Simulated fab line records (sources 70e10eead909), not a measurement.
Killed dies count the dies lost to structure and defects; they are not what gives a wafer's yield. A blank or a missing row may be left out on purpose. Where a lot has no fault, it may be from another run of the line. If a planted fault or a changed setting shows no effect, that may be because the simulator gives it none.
fab line records    flow nand-harc
[record] lots = 11  wafers = 33  last-day = 24
route steps=1159 shown A_CONTACT@861 END@1159
lots that met no fault: from a run of the same line without faults
start-h: hours from the record's opening day to when the first of the lot's shown wafers began    wait-h: hours from the lot's prior step to this one    " same as the row above    L1.1+2: one row covering several wafers at once    - either no value or no given start    * or withheld: withheld    < > ~ a bound
route shown NAME@n: NAME is a module with steps in the file, n the number in the route of the first one    usual: mean and standard deviation over wafers with no fault    same: alike in all rows    chamber/n: place in a boat    sites: the reading at each site    _std_site: the standard deviation of these    _edge_site: outer sites' mean less inner sites'    radius-mm: for every site, how far away it sits from the centre of the wafer    mask NAME#n: copy n    behind: the tool/chamber that last shaped the wafer    hold: why the lot went on hold/how many hours it stayed there/how the hold came to an end    device: the transistor (n, p or np) that didn't switch    end of line: tests run on the same wafers once the route is complete    a step without rows: its recipe alone    killed: count of dies lost to structure and defects at first sort (not the wafer's yield)    map: dies across one wafer; x = killed, . = not, _ = none there
set.NAME: the setting the step ran with; set.NAME@STEP: the setting that earlier step ran with    model.NAME: the simulator's own value behind a step, which no gauge read
route steps across a sampled set of lots; one table per step, one row per wafer
services: the hour from which a tool's chamber was out of use, counted from the record's first day as start-h (under 0 if before that day), plus the number of hours and why
[[steps]]
[step NHARC_A_CONTACT_ETCH_51]
[recipe] target-depth-a = 36000  over-etch-frac = 0.3  time-s = 936  ion-energy-ev = 150  o2-flow-sccm = 400  cos-flow-sccm = 20  ar-flow-sccm = 0  rf-w = 500  bias-w = 300  chemistry = O2/COS
[usual] bias-w = 300.0/0.78  chamber-pressure-mTorr = 20.001/0.018  drypump-motor-current-A = 5.7/0.46  oes-product-au = 0.999/0.0087  rf-vpp-V = 313.8/1.6  showerhead-plenum-p-Torr = 3.09/0.086  throttle-valve-pct = 28.330/0.01
lot.wafer  tool         chamber  start-h  wait-h  bias-w  chamber-pressure-mTorr  drypump-motor-current-A  oes-product-au  rf-hours-counter-h  rf-vpp-V  showerhead-plenum-p-Torr  throttle-valve-pct
L458.4     rie-diel-11  1        -        -       301.0   20.006                  5.3                      1.010           57                  310.2     2.96                      28.336
L458.5     "            3        "        "       298.9   19.987                  5.0                      0.983           -                   313.1     3.07                      28.344
L458.6     "            0        "        "       299.1   20.038                  6.0                      1.001           -                   312.5     3.10                      28.347
L462.4     rie-diel-11  1        -        -       299.1   20.014                  5.3                      1.004           8                   310.7     2.95                      28.326
L462.5     "            1        "        "       300.5   19.964                  5.3                      1.002           -                   310.8     2.95                      28.320
L462.6     "            2        "        "       299.7   19.989                  6.0                      0.988           -                   314.0     3.19                      28.317
L463.1     rie-diel-09  3        -        -       299.6   20.006                  5.7                      1.003           52                  312.7     3.00                      28.337
L463.3     "            0        "        "       300.7   19.989                  5.5                      0.999           54                  315.4     3.25                      28.331
L463.6     "            0        "        "       299.9   20.014                  5.5                      1.007           -                   315.5     3.25                      28.321
L464.4     rie-diel-13  0        -        -       298.8   20.010                  5.6                      1.005           22                  315.2     3.13                      28.327
L464.1     "            2        "        "       298.9   20.017                  6.2                      0.990           22                  313.8     3.20                      28.335
L464.2     "            3        "        "       299.8   19.998                  5.0                      0.987           22                  313.7     3.05                      28.321
L466.1     rie-diel-09  2        -        -       300.5   19.986                  5.4                      1.004           55                  314.9     3.13                      28.340
L466.3     "            3        "        "       299.0   20.003                  5.7                      1.012           56                  312.5     3.00                      28.326
L466.2     "            0        "        "       300.3   19.975                  5.5                      0.996           58                  315.7     3.25                      28.324
L472.1     rie-diel-11  2        -        -       299.9   19.984                  6.0                      0.984           29                  315.2     3.18                      28.344
L472.5     "            0        "        "       298.6   19.973                  6.0                      0.990           -                   311.9     3.09                      28.328
L472.6     "            1        "        "       299.5   19.978                  5.3                      1.009           -                   311.5     2.94                      28.347
L471.1     rie-diel-11  0        -        -       300.9   19.987                  6.0                      0.999           29                  315.2     3.09                      28.333
L471.4     "            1        "        "       299.4   20.011                  5.4                      1.013           29                  314.2     2.94                      28.323
L471.5     "            0        "        "       300.3   20.019                  6.0                      1.004           -                   313.0     3.09                      28.331
L474.3     rie-diel-13  2        -        -       298.9   20.066                  6.2                      0.990           2                   315.0     3.19                      28.325
L474.1     "            3        "        "       300.6   20.001                  5.1                      1.004           3                   312.3     3.05                      28.326
L474.5     "            2        "        "       299.5   19.977                  6.2                      0.990           -                   315.4     3.19                      28.324
L473.1     rie-diel-11  2        -        -       300.2   20.015                  6.0                      0.990           38                  315.0     3.18                      28.316
L473.4     "            3        "        "       301.4   20.002                  5.0                      1.007           38                  314.2     3.05                      28.351
L473.5     "            2        "        "       300.0   19.996                  6.0                      0.987           -                   316.0     3.18                      28.327
L476.2     rie-diel-13  2        -        -       299.5   19.986                  6.2                      1.004           5                   315.1     3.19                      28.339
L476.4     "            0        "        "       300.1   20.025                  5.6                      0.997           4                   313.7     3.12                      28.309
L476.5     "            1        "        "       299.3   19.985                  6.1                      0.997           -                   313.8     3.08                      28.331
L478.4     rie-diel-11  1        -        -       298.7   20.000                  5.3                      1.015           44                  309.4     2.94                      28.322
L478.2     "            0        "        "       299.1   19.981                  6.0                      1.011           44                  316.6     3.08                      28.333
L478.5     "            2        "        "       299.9   19.965                  6.0                      0.982           -                   314.4     3.18                      28.322
[step NHARC_A_CONTACT_ETCH_119]
[recipe] source-w = withheld  pressure-mtorr = 20  bias-v = 3000  time-s = 94  target-depth-a = 9220  ar-flow-sccm = withheld  c4f8-flow-sccm = withheld  o2-flow-sccm = withheld  chemistry = C4F8/O2/Ar
[usual] chamber-pressure-mTorr = 20.001/0.018  oes-air-line-au = 0.997/0.018
lot.wafer  tool             chamber  start-h  wait-h  chamber-pressure-mTorr  oes-air-line-au  rf-hours-counter-h
L458.4     har-cap-etch-03  0        367.91   0.1     20.003                  0.965            -
L458.5     "                0        "        "       20.012                  0.997            -
L458.6     "                1        "        "       19.966                  0.974            -
L462.4     har-cap-etch-02  0        404.16   0.1     20.046                  1.001            -
L462.6     "                0        "        "       19.966                  1.012            -
L462.5     "                1        "        "       20.042                  0.988            -
L463.1     har-cap-etch-01  1        411.97   0.1     19.993                  1.024            63
L463.3     "                0        "        "       20.006                  0.981            -
L463.6     "                0        "        "       20.009                  1.017            -
L464.1     har-cap-etch-02  1        413.97   0.1     19.976                  1.016            16
L464.2     "                0        "        "       19.997                  0.959            16
L464.4     "                1        "        "       20.008                  1.011            -
L466.2     har-cap-etch-01  1        428.33   0.1     19.996                  0.970            67
L466.1     "                0        "        "       19.958                  0.976            67
L466.3     "                0        "        "       19.995                  1.002            -
L472.1     har-cap-etch-02  1        453.84   0.1     20.006                  0.975            23
L472.6     "                0        "        "       19.976                  0.988            -
L472.5     "                1        "        "       20.001                  1.002            -
L471.1     har-cap-etch-02  1        457.54   0.1     19.984                  0.978            24
L471.4     "                0        "        "       20.016                  1.008            -
L471.5     "                1        "        "       20.004                  0.990            -
L474.1     har-cap-etch-02  0        469.82   0.1     20.000                  1.026            27
L474.3     "                0        "        "       20.005                  1.000            -
L474.5     "                1        "        "       20.007                  1.004            -
L473.1     har-cap-etch-01  1        477.13   0.1     19.973                  0.974            76
L473.4     "                1        "        "       20.005                  1.021            -
L473.5     "                1        "        "       19.984                  1.017            -
L476.2     har-cap-etch-02  0        485.02   0.1     20.022                  1.014            29
L476.4     "                0        "        "       19.997                  0.980            -
L476.5     "                0        "        "       19.997                  1.018            -
L478.2     har-cap-etch-03  1        496.28   0.1     19.989                  1.009            108
L478.4     "                1        "        "       19.990                  0.999            -
L478.5     "                0        "        "       20.001                  1.005            -
[step NHARC_A_CONTACT_ETCH_123]
[recipe] source-w = withheld  pressure-mtorr = 20  bias-v = 400  time-s = 253  target-depth-a = 10900  ar-flow-sccm = withheld  c4f8-flow-sccm = 11.5  o2-flow-sccm = 7.2  chemistry = C4F8/O2/Ar
[usual] chamber-pressure-mTorr = 20.001/0.016  oes-air-line-au = 1.001/0.021
lot.wafer  tool             chamber  start-h  wait-h  chamber-pressure-mTorr  oes-air-line-au  rf-hours-counter-h
L458.4     har-cap-etch-03  0        368.35   0.2     20.001                  0.979            -
L458.5     "                0        "        "       20.010                  0.987            -
L458.6     "                1        "        "       19.989                  0.980            -
L462.4     har-cap-etch-02  0        404.60   0.2     -                       -                -
L462.6     "                0        "        "       -                       -                -
L462.5     "                1        "        "       -                       -                -
L463.1     har-cap-etch-01  1        412.37   0.1     -                       -                -
L463.3     "                0        "        "       -                       -                -
L463.6     "                0        "        "       -                       -                -
L464.1     har-cap-etch-02  1        414.34   0.1     -                       -                -
L464.2     "                0        "        "       -                       -                -
L464.4     "                1        "        "       -                       -                -
L466.2     har-cap-etch-01  1        428.69   0.1     20.006                  0.979            67
L466.1     "                0        "        "       20.003                  1.001            67
L466.3     "                0        "        "       20.000                  0.974            -
L472.1     har-cap-etch-02  1        454.25   0.1     19.999                  1.016            23
L472.6     "                0        "        "       20.020                  1.026            -
L472.5     "                1        "        "       20.028                  1.050            -
L471.1     har-cap-etch-02  1        457.90   0.1     20.018                  0.964            24
L471.4     "                0        "        "       19.977                  1.014            -
L471.5     "                1        "        "       19.987                  0.986            -
L474.1     har-cap-etch-02  0        470.18   0.1     20.023                  0.993            27
L474.3     "                0        "        "       19.977                  0.977            -
L474.5     "                1        "        "       20.009                  0.977            -
L473.1     har-cap-etch-01  1        477.50   0.1     20.013                  0.995            76
L473.4     "                1        "        "       19.982                  1.020            -
L473.5     "                1        "        "       19.992                  0.989            -
L476.2     har-cap-etch-02  0        485.42   0.1     20.008                  0.988            29
L476.4     "                0        "        "       19.996                  1.016            -
L476.5     "                0        "        "       20.005                  0.987            -
L478.2     har-cap-etch-03  1        496.76   0.1     19.992                  0.991            108
L478.4     "                1        "        "       20.000                  1.036            -
L478.5     "                0        "        "       20.018                  0.984            -
[step NHARC_A_CONTACT_ETCH_96]
[recipe] target-depth-a = 200  over-etch-frac = 0.5  time-s = 10  ion-energy-ev = 250  c4f6-flow-sccm = 25  o2-flow-sccm = 20  ar-flow-sccm = 500  rf-w = 600  bias-w = 500  chemistry = C4F6/O2
[usual] bias-w = 500.0/1.3  c4f6-flow-sccm = 25.00/0.073  drypump-motor-current-A = 5.7/0.46  oes-product-au = 0.987/0.019  rf-vpp-V = 546.4/2.1  showerhead-plenum-p-Torr = 3.90/0.094  throttle-valve-pct = 26.903/0.0086
lot.wafer  tool         chamber  start-h  wait-h  bias-w  c4f6-flow-sccm  drypump-motor-current-A  oes-product-au  rf-hours-counter-h  rf-vpp-V  showerhead-plenum-p-Torr  throttle-valve-pct
L458.4     rie-diel-09  2        -        -       501.0   24.94           5.4                      0.987           36                  547.5     3.94                      26.903
L458.6     "            1        "        "       497.4   24.99           6.8                      0.995           -                   549.6     4.08                      26.912
L458.5     "            2        "        "       498.9   24.92           5.4                      0.998           -                   547.5     3.94                      26.904
L462.4     rie-diel-13  3        -        -       497.5   25.05           5.0                      0.999           20                  545.9     3.84                      26.893
L462.6     "            3        "        "       498.9   25.03           5.0                      0.993           -                   545.7     3.84                      26.901
L462.5     "            0        "        "       501.4   25.13           5.6                      1.006           -                   547.5     3.93                      26.902
L463.1     rie-diel-11  0        -        -       500.7   24.97           6.0                      0.993           12                  545.1     3.89                      26.903
L463.3     "            1        "        "       500.9   25.04           5.3                      0.988           13                  543.5     3.72                      26.886
L463.6     "            0        "        "       502.1   24.93           6.0                      0.988           -                   547.4     3.89                      26.896
L464.4     rie-diel-11  0        -        -       497.8   24.87           6.0                      0.996           12                  545.7     3.89                      26.904
L464.2     "            1        "        "       501.0   24.89           5.3                      1.004           13                  541.7     3.72                      26.904
L464.1     "            2        "        "       499.3   24.99           6.0                      0.996           14                  549.5     4.01                      26.912
L466.2     rie-diel-11  1        -        -       499.6   24.92           5.3                      0.988           17                  541.3     3.71                      26.897
L466.1     "            2        "        "       499.0   24.84           6.0                      0.978           19                  546.9     4.00                      26.898
L466.3     "            3        "        "       500.3   24.91           5.0                      1.000           17                  545.5     3.85                      26.914
L472.1     rie-diel-11  1        -        -       498.9   24.99           5.3                      0.947           29                  541.8     3.71                      26.902
L472.5     "            1        "        "       499.5   24.96           5.4                      0.942           -                   542.8     3.71                      26.902
L472.6     "            2        "        "       499.7   24.89           6.0                      0.934           -                   548.0     4.00                      26.899
L471.1     rie-diel-09  3        -        -       499.0   25.10           5.8                      1.000           7                   543.9     3.77                      26.890
L471.4     "            0        "        "       499.2   24.97           5.5                      0.988           3                   548.9     4.07                      26.887
L471.5     "            2        "        "       501.7   25.02           5.4                      0.998           -                   548.4     3.93                      26.924
L474.1     rie-diel-09  3        -        -       501.2   24.90           5.8                      1.009           11                  543.7     3.76                      26.905
L474.3     "            1        "        "       496.2   24.91           6.7                      1.000           13                  549.8     4.06                      26.911
L474.5     "            2        "        "       497.1   25.02           5.4                      0.991           -                   546.8     3.92                      26.908
L473.4     rie-diel-13  3        -        -       501.6   24.98           5.1                      0.994           4                   545.0     3.83                      26.907
L473.1     "            0        "        "       498.8   24.99           5.6                      0.999           4                   546.4     3.92                      26.904
L473.5     "            1        "        "       499.2   25.02           6.1                      0.992           -                   546.3     3.88                      26.915
L476.2     rie-diel-11  2        -        -       499.0   24.93           6.0                      0.998           41                  546.8     3.99                      26.914
L476.4     "            1        "        "       498.4   24.99           5.3                      1.009           41                  542.0     3.70                      26.897
L476.5     "            2        "        "       500.5   24.94           6.0                      0.991           -                   548.6     3.99                      26.919
L478.4     rie-diel-13  0        -        -       500.7   25.12           5.6                      0.997           5                   546.8     3.92                      26.903
L478.2     "            2        "        "       498.9   24.96           6.2                      0.999           7                   547.2     4.01                      26.902
L478.5     "            3        "        "       498.4   24.92           5.1                      0.995           -                   544.8     3.83                      26.895
[step NHARC_END_SORT_01]
[recipe] temp-c = 25
[usual] killed-at-array = 27/8.8  killed-at-other = 0.4/0.82  killed-at-periphery = 3.1/2.1  killed-dies = 31/8.8  killed-open = 3.3/2  killed-short = 2.0/1.4
[same] gross-dies = 677
lot.wafer  tool       chamber  start-h  wait-h  killed-at-array  killed-at-other  killed-at-periphery  killed-dies  killed-open  killed-short
L462.4     prober-02  0        477.97   3.4     675              0                2                    677          6            1
L462.5     prober-02  0        478.77   3.7     671              0                6                    677          4            3
L462.6     prober-02  0        479.57   4.0     674              0                3                    677          6            1
L463.1     prober-02  0        483.35   2.5     673              0                4                    677          5            5
L463.3     prober-02  0        484.97   3.1     676              0                1                    677          2            2
L463.6     prober-02  0        487.39   4.0     674              0                3                    677          1            3
L464.1     prober-01  0        490.23   2.5     676              0                1                    677          7            2
L464.2     prober-01  0        491.01   2.8     676              0                1                    677          1            1
L464.4     prober-01  0        492.57   3.4     677              0                0                    677          2            2
L472.1     prober-01  0        517.07   2.5     33               1                6                    40           5            4
// killed by level:class
L462.4 A_CONTACT:area-etch=642 A_CHANNEL_HOLE_D1:chamber-film-flake=13 A_CONTACT:chamber-film-flake=5 A_M1:chamber-film-flake=4 A_STAIRCASE:chamber-film-flake=3 A_SOURCE_PLATE:geometric-particle:open=2 P_M2:geometric-particle:open=1 A_STAIRCASE:geometric-particle:open=1
L462.5 A_CONTACT:area-etch=646 A_CHANNEL_HOLE_D1:chamber-film-flake=8 A_STAIRCASE:chamber-film-flake=7 A_CONTACT:chamber-film-flake=3 A_CONTACT:geometric-particle:short=2 A_M1:chamber-film-flake=2 P_CONTACT:geometric-particle:open=1 P_M0:geometric-particle:open=1
L462.6 A_CONTACT:area-etch=642 A_CHANNEL_HOLE_D1:chamber-film-flake=14 A_STAIRCASE:chamber-film-flake=5 P_ZERO_WELL:chamber-film-flake=3 A_CONTACT:chamber-film-flake=3 A_CONTACT:geometric-particle:open=2 A_BLC:geometric-particle:open=2 A_CHANNEL_FILL_D1:geometric-particle:open=1
L463.1 A_CONTACT:area-etch=637 A_CHANNEL_HOLE_D1:chamber-film-flake=19 A_STAIRCASE:chamber-film-flake=6 A_CHANNEL_FILL_D1:geometric-particle:short=2 A_WL_FILL:geometric-particle:open=2 A_CONTACT:geometric-particle:open=2 P_ZERO_WELL:chamber-film-flake=2 A_CONTACT:chamber-film-flake=2
L463.3 A_CONTACT:area-etch=651 A_CHANNEL_HOLE_D1:chamber-film-flake=15 A_STAIRCASE:chamber-film-flake=3 A_CHANNEL_FILL_D1:geometric-particle:short=2 A_CONTACT:geometric-particle:open=1 A_BLC:geometric-particle:open=1 P_ZERO_WELL:chamber-film-flake=1 A_ZERO_WELL:chamber-film-flake=1
L463.6 A_CONTACT:area-etch=653 A_CHANNEL_HOLE_D1:chamber-film-flake=16 A_STAIRCASE:chamber-film-flake=2 P_CONTACT:geometric-particle:short=1 P_M0:geometric-particle:open=1 A_CHANNEL_FILL_D1:geometric-particle:short=1 A_CONTACT:geometric-particle:short=1 P_ZERO_WELL:chamber-film-flake=1
L464.1 A_CONTACT:area-etch=647 A_SLIT:chamber-film-flake=12 A_CHANNEL_HOLE_D1:chamber-film-flake=3 A_CHANNEL_FILL_D1:geometric-particle:open=2 A_BLC:geometric-particle:open=2 A_STAIRCASE:chamber-film-flake=2 A_SGD_CUT:chamber-film-flake=2 P_CONTACT:geometric-particle:open=1
L464.2 A_CONTACT:area-etch=647 A_SLIT:chamber-film-flake=20 A_SGD_CUT:chamber-film-flake=3 A_CONTACT:chamber-film-flake=3 P_GATE:geometric-particle:short=1 A_ONON_D1:geometric-particle:open=1 A_CHANNEL_HOLE_D1:chamber-film-flake=1 A_STAIRCASE:chamber-film-flake=1
L464.4 A_CONTACT:area-etch=652 A_CHANNEL_HOLE_D1:chamber-film-flake=8 A_SLIT:chamber-film-flake=7 A_SGD_CUT:chamber-film-flake=4 A_WL_FILL:geometric-particle:open=2 A_SGD_CUT:geometric-particle:short=1 A_WL_FILL:geometric-particle:short=1 A_CHANNEL_FILL_D1:chamber-film-flake=1
L472.1 A_SLIT:chamber-film-flake=11 A_CONTACT:chamber-film-flake=10 A_CHANNEL_HOLE_D1:chamber-film-flake=6 P_STI:geometric-particle:open=2 A_CHANNEL_FILL_D1:geometric-particle:short=2 P_GATE:chamber-film-flake=2 P_CONTACT:geometric-particle:short=1 P_M1:geometric-particle:short=1
[[services]]
tool             chamber  start-h  hours  kind
rie-diel-13      0        346.28   8.2    repair
rie-diel-11      0        347.46   -      clean
rie-diel-11      1        347.46   -      clean
rie-diel-11      2        347.46   -      clean
rie-diel-11      3        347.46   -      clean
har-cap-etch-02  -        351.16   0.7    repair
rie-diel-11      1        352.19   8.8    repair
rie-diel-11      -        367.85   9.0    pm
rie-diel-11      0        367.85   9.0    vent-cycle
rie-diel-11      1        367.85   9.0    vent-cycle
rie-diel-11      2        367.85   9.0    vent-cycle
rie-diel-11      3        367.85   9.0    vent-cycle
rie-diel-13      -        369.96   1.1    repair
rie-diel-09      -        376.62   0.7    repair
rie-diel-09      -        407.74   0.8    repair
har-cap-etch-03  -        413.83   5.9    repair
rie-diel-09      -        414.50   0.5    repair
rie-diel-13      3        421.97   15.2   repair
rie-diel-13      2        430.23   30.7   repair
rie-diel-09      -        432.03   9.0    pm
rie-diel-13      1        435.15   6.1    repair
rie-diel-09      0        449.41   8.0    repair
rie-diel-13      -        453.00   9.0    pm
rie-diel-13      0        487.25   4.7    repair
[[key]]
[first-sign] step = NHARC_A_CONTACT_ETCH_123  reading = tool-record  direction = missing
[effect] step = NHARC_END_SORT_01  reading = killed-at-array  direction = up  sigmas = 73  usual = 27  struck = 675
[more-kills-born-at] NHARC_A_CONTACT_ETCH_123@har-cap-etch-02 = 3876  NHARC_A_CONTACT_ETCH_123@har-cap-etch-01 = 1937
met-at NHARC_A_CONTACT_ETCH_123
struck-lots L462,L463,L464
later-rows-left-out L462.4,L462.5,L462.6,L463.1,L463.3,L463.6,L464.1,L464.2,L464.4
tester-left-out L462,L463,L464
not-acting-at NHARC_A_CONTACT_ETCH_51,NHARC_A_CONTACT_ETCH_119,NHARC_A_CONTACT_ETCH_96
[fault] kind = skipped-step-whole  tool = har-cap-etch-01,har-cap-etch-02  chamber = -  onset-h = 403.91  steps = NHARC_A_CONTACT_ETCH_123  scope = struck-lots-only
// tester-left-out: of these lots the tester's yield and bins aren't shown, on N5 and GAA mostly nor the transistor test; their killed dies are dies lost to structure and defects alone, not to doping, threshold or leakage, so they don't give the yield
// later-rows-left-out: the simulator's readings of these wafers behind a module that went badly wrong aren't trusted and aren't shown, but for the sort
